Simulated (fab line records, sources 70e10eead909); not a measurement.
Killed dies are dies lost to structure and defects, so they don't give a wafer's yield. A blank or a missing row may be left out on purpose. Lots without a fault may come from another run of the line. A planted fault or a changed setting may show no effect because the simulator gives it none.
Which tool did it? | flow nand_harc | 11 lots, 33 wafers sampled, at 5 steps of a route of 1302

WHAT THE GAUGES READ, wafer by wafer
NHARC_P_GATE_INSPECT_28. Usual: raw_defect_count 6, standard deviation 3.1.
lot  | measured     | on                | raw_defect_count | flag
L834 | day 5 05:47  | defect_inspect-02 | 2 8 6            |
L836 | day 5 22:01  | defect_inspect-01 | 5 2 4            |
L837 | day 6 06:07  | defect_inspect-01 | 12 4 5           |
L839 | day 6 21:37  | defect_inspect-02 | 5 7 5            |
L841 | day 8 06:28  | defect_inspect-02 | 3 6 7            |
L848 | day 11 06:40 | defect_inspect-02 | 3 1 4            |
L847 | day 11 07:11 | defect_inspect-02 | 5 7 3            |
L854 | day 13 13:41 | defect_inspect-01 | 5 3 6            |
L855 | day 13 19:52 | defect_inspect-01 | 6 5 4            |
L856 | day 14 07:37 | defect_inspect-02 | 4 2 5            |
L857 | day 14 22:28 | defect_inspect-02 | 8 11 4           |

NHARC_END_SORT_01. Usual: killed_at_array 55, standard deviation 17; killed_at_other 1.1, standard deviation 1.6; killed_at_periphery 3.8, standard deviation 2.5; killed_dies 60, standard deviation 18; killed_open 3.3, standard deviation 1.9; killed_short 2.5, standard deviation 1.7.
lot  | measured     | on        | killed_at_array | killed_at_other | killed_at_periphery | killed_dies | killed_open | killed_short | flag
L848 | day 30 07:34 | prober-01 | 57 54 48        | 1 1 1           | 5 4 2               | 63 59 51    | 4 6 0       | 5 0 3        |
L847 | day 30 19:32 | prober-02 | 68 65 58        | 1 0 0           | 3 6 619             | 72 71 677   | 1 1 0       | 3 5 2        | OFF

WHICH TOOL RAN EACH LOT (tool, then ch and the chambers of the sampled wafers, then the start)
lot  | NHARC_P_GATE_ETCH_32             | NHARC_P_GATE_ETCHBACK_37           | NHARC_P_GATE_STRIP_101
L834 | rie_si-06 ch 2,3, day 5 06:19    | rie_diel-10 ch 0,1,2, day 5 16:41  | rie_diel-10 ch 0,3, day 5 16:47
L836 | rie_si-05 ch 0,1,3, day 5 22:32  | rie_diel-10 ch 0,1,3, day 6 08:46  | rie_diel-10 ch 0,1,3, day 6 08:52
L837 | rie_si-05 ch 0,2,3, day 6 06:41  | rie_diel-04 ch 0,2,3, day 6 19:04  | rie_diel-04 ch 0,2, day 6 19:08
L839 | rie_si-03 ch 0,1,3, day 6 22:09  | rie_diel-04 ch 1,2,3, day 7 08:29  | rie_diel-04 ch 1,2,3, day 7 08:35
L841 | rie_si-05 ch 0,1,2, day 8 07:00  | rie_diel-10 ch 0,1,3, day 8 17:26  | rie_diel-10 ch 0,1,3, day 8 17:31
L848 | rie_si-06 ch 2,3, day 11 07:13   | rie_diel-12 ch 0,2, day 11 17:30   | rie_diel-12 ch 0,1,2, day 11 17:35
L847 | rie_si-05 ch 0,2,3, day 11 08:13 | rie_diel-10 ch 0,2,3, day 11 18:36 | rie_diel-10 ch 0,1,2, day 11 18:41
L854 | rie_si-05 ch 0,1,3, day 13 14:12 | rie_diel-12 ch 0,1,2, day 14 00:31 | rie_diel-12 ch 0,2,3, day 14 00:36
L855 | rie_si-03 ch 0,1,2, day 13 20:24 | rie_diel-04 ch 0,1,3, day 14 06:42 | rie_diel-04 ch 1,2,3, day 14 06:47
L856 | rie_si-05 ch 1,3, day 14 08:09   | rie_diel-12 ch 1,2, day 14 18:29   | rie_diel-12 ch 0,1,3, day 14 18:34
L857 | rie_si-06 ch 0,2,3, day 14 23:01 | rie_diel-04 ch 1,2,3, day 15 09:17 | rie_diel-04 ch 0,1,3, day 15 09:23
- NHARC_P_GATE_ETCH_32: etches the open film in HBr/Cl2, target depth 150 nm, time 100.1 s.
- NHARC_P_GATE_ETCHBACK_37: etches the open film in CHF3/O2, target depth 34.5 nm, time 17.2 s.
- NHARC_P_GATE_STRIP_101: strips in O2, time 20 s.

WHAT THE TOOLS THEMSELVES READ (means of the sampled wafers that have a number; where no wafer has one, the mark that the record gives instead)
NHARC_P_GATE_ETCH_32. Usual: drypump_motor_current_A 5.9 A, standard deviation 0.53; oes_product_au 0.998 a.u., standard deviation 0.011; throttle_valve_pct 26.407 %, standard deviation 0.0091.
lot  | tool      | drypump_motor_current_A (A) | oes_product_au (a.u.) | throttle_valve_pct (%) | flag
L834 | rie_si-06 | 6.0                         | 1.015                 | 26.400                 |
L836 | rie_si-05 | 6.3                         | 1.008                 | 26.408                 |
L837 | rie_si-05 | 6.4                         | 1.005                 | 26.416                 |
L839 | rie_si-03 | 5.5                         | 0.995                 | 26.397                 |
L841 | rie_si-05 | 6.4                         | 0.997                 | 26.405                 |
L848 | rie_si-06 | 6.0                         | 0.998                 | 26.417                 |
L847 | rie_si-05 | 6.3                         | 0.993                 | 26.408                 |
L854 | rie_si-05 | 6.3                         | 0.995                 | 26.409                 |
L855 | rie_si-03 | 5.6                         | 0.996                 | 26.397                 |
L856 | rie_si-05 | 6.2                         | 0.990                 | 26.409                 |
L857 | rie_si-06 | 5.8                         | 0.994                 | 26.414                 |

NHARC_P_GATE_ETCHBACK_37. Usual: drypump_motor_current_A 5.96 A, standard deviation 0.3; mfc_ar_sccm 199.9 sccm, standard deviation 0.64; oes_product_au 0.94 a.u., standard deviation 0.033; rf_vpp_V 370.8 V, standard deviation 2.8; run_length_s 38.6 s, standard deviation 0.51; showerhead_plenum_p_Torr 2.41 Torr, standard deviation 0.11; throttle_valve_pct 20.572 %, standard deviation 0.0096.
lot  | tool        | drypump_motor_current_A (A) | mfc_ar_sccm (sccm) | oes_product_au (a.u.) | rf_vpp_V (V) | run_length_s (s) | showerhead_plenum_p_Torr (Torr) | throttle_valve_pct (%) | flag
L834 | rie_diel-10 | 6.09                        | 199.8              | 0.93                  | 370.6        | 38.8             | 2.40                            | 20.567                 |
L836 | rie_diel-10 | 6.11                        | 199.9              | 0.93                  | 369.5        | 38.9             | 2.38                            | 20.571                 |
L837 | rie_diel-04 | 5.89                        | 199.8              | 0.92                  | 373.0        | 38.3             | 2.50                            | 20.575                 |
L839 | rie_diel-04 | 5.85                        | 199.9              | 0.93                  | 374.0        | 39.0             | 2.54                            | 20.568                 |
L841 | rie_diel-10 | 6.12                        | 200.1              | 0.93                  | 370.4        | 38.7             | 2.38                            | 20.574                 |
L848 | rie_diel-12 | 5.86                        | 199.4              | 0.93                  | 369.3        | 38.0             | 2.32                            | 20.574                 |
L847 | rie_diel-10 | 6.12                        | 200.1              | 1.00                  | 371.6        | 42.0             | 2.46                            | 20.566                 | OFF
L854 | rie_diel-12 | 5.93                        | 200.2              | 0.92                  | 368.2        | 38.4             | 2.32                            | 20.565                 |
L855 | rie_diel-04 | 5.79                        | 199.3              | 0.99                  | 373.0        | 38.4             | 2.54                            | 20.564                 |
L856 | rie_diel-12 | 6.01                        | 200.1              | 0.92                  | 369.2        | 38.5             | 2.33                            | 20.572                 |
L857 | rie_diel-04 | 5.84                        | 199.7              | 0.93                  | 373.5        | 38.7             | 2.54                            | 20.573                 |

NHARC_P_GATE_STRIP_101. Usual: drypump_motor_current_A 5.9 A, standard deviation 0.3; mfc_ar_sccm 0.009 sccm, standard deviation 0.0092; oes_product_au 0.996 a.u., standard deviation 0.01; rf_vpp_V 57.9 V, standard deviation 0.95; showerhead_plenum_p_Torr 3.54 Torr, standard deviation 0.16; throttle_valve_pct 17.037 %, standard deviation 0.0089.
lot  | tool        | drypump_motor_current_A (A) | mfc_ar_sccm (sccm) | oes_product_au (a.u.) | rf_vpp_V (V) | showerhead_plenum_p_Torr (Torr) | throttle_valve_pct (%) | flag
L834 | rie_diel-10 | 6.1                         | 0.004              | 0.992                 | 58.1         | 3.58                            | 17.045                 |
L836 | rie_diel-10 | 6.1                         | 0.006              | 0.991                 | 57.5         | 3.50                            | 17.033                 |
L837 | rie_diel-04 | 5.5                         | 0.006              | 0.978                 | 57.6         | 3.63                            | 17.039                 |
L839 | rie_diel-04 | 5.9                         | 0.014              | 1.002                 | 58.5         | 3.72                            | 17.032                 |
L841 | rie_diel-10 | 6.1                         | 0.006              | 0.995                 | 57.7         | 3.49                            | 17.045                 |
L848 | rie_diel-12 | 5.9                         | 0.003              | 0.995                 | 58.4         | 3.42                            | 17.039                 |
L847 | rie_diel-10 | 6.1                         | 0.013              | 1.007                 | 58.0         | 3.53                            | 17.036                 |
L854 | rie_diel-12 | 5.8                         | 0.001              | 1.008                 | 57.2         | 3.40                            | 17.042                 |
L855 | rie_diel-04 | 5.9                         | 0.014              | 0.997                 | 58.2         | 3.72                            | 17.038                 |
L856 | rie_diel-12 | 6.0                         | 0.004              | 0.996                 | 57.3         | 3.33                            | 17.030                 |
L857 | rie_diel-04 | 5.8                         | 0.008              | 0.999                 | 57.8         | 3.72                            | 17.026                 |

THE ANSWER, worked out from the rows above alone
Rule: a lot is off if the mean of its wafers that have a number lies more than 3 standard deviations from the usual mean. A lot without any number at a reading at which 4 lots or more have one is off too. The other lots that the step has rows for count as sound. The gauges are gone through in route order, then the tools' own readings, and for those a lot's mean is taken as printed above. The first step at which some lot is off is used, and at that step the reading that is off furthest; a lot without a number counts as furthest.
Off: L847, at NHARC_END_SORT_01 (killed_at_periphery). Neither off nor sound, because the step has no rows for them: L834, L836, L837, L839, L841, L854, L855, L856, L857.
A tool fits if, at a process step before that reading, it ran every lot that is off, and no sound lot after the first of them. The gauges at NHARC_END_SORT_01 aren't tried: what is off there is off at NHARC_P_GATE_ETCHBACK_37 too, on other tools, and a gauge's error can't cause that. Can't be told from this: 2 tools fit, rie_si-05 at NHARC_P_GATE_ETCH_32, rie_diel-10 at NHARC_P_GATE_ETCHBACK_37 and NHARC_P_GATE_STRIP_101.

WHAT THE SIMULATOR HAD PUT IN
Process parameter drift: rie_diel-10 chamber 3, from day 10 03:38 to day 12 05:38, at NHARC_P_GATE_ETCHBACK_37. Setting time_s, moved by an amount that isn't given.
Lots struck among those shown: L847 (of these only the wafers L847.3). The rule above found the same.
